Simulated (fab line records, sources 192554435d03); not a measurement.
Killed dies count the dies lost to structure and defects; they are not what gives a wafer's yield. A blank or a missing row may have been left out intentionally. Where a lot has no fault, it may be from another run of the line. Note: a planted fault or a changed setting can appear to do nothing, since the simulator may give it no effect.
Chamber matching | flow n5-finfet | pecvd-04 running N5_BEOL_M14_DEP_53: 3 sister chambers
The step deposits SiCN from 3MS/NH3, target thk 50 nm, time 17.8 s. 6 wafers are shown with their chamber, then 9 later ones without.

== WAFERS WITH THEIR CHAMBER ==
wafer  | chamber | showerhead-plenum-p-Torr (Torr) | throttle-valve-pct (%)
L078.4 | 2       | 4.180                           | 17.1
L080.1 | 2       | 4.172                           | 17.1
L080.6 | 1       | 4.188                           | 17.2
L081.2 | 0       | 4.129                           | 16.9
L081.4 | 0       | 4.124                           | 17.1
L081.5 | 1       | 4.188                           | 17.2

== WAFERS WHOSE CHAMBER IS MISSING ==
wafer  | showerhead-plenum-p-Torr (Torr) | throttle-valve-pct (%)
L086.1 | 4.173                           | 17.0
L086.2 | 4.170                           | 17.0
L086.5 | 4.176                           | 17.0
L090.1 | 4.174                           | 17.0
L090.5 | 4.181                           | 17.1
L090.6 | 4.116                           | 17.1
L097.1 | 4.176                           | 17.2
L097.4 | 4.162                           | 17.3
L097.5 | 4.125                           | 17.0

== WHICH CHAMBER EACH WENT THROUGH ==
wafer  | from the rows above     | in truth
L086.1 | 2                       | 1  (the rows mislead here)
L086.2 | 2                       | 2
L086.5 | 2                       | 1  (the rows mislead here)
L090.1 | 2                       | 2
L090.5 | can't be placed: 2 or 1 | 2
L090.6 | 0                       | 0
L097.1 | can't be placed: 2 or 1 | 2
L097.4 | 2                       | 2
L097.5 | 0                       | 0
Correctly placed: 5 of 9. Cannot be placed on the basis of these rows: 2; the candidates contain the true chamber in 2. Number placed wrongly: 2.
How it was worked out, from the rows above alone: a wafer's distance from a chamber is the root of the sum, over the readings, of the square of ((its reading less the chamber's mean) divided by the reading's scatter). The wafer belongs to the nearest chamber; if the next one is less than 2 further off, it can't be placed. For every chamber, the mean is computed from those of its wafers that are shown. The scatter: take each reading less its chamber's mean, square it, sum over the shown wafers, divide by the number of wafers less the number of chambers, and take the root.
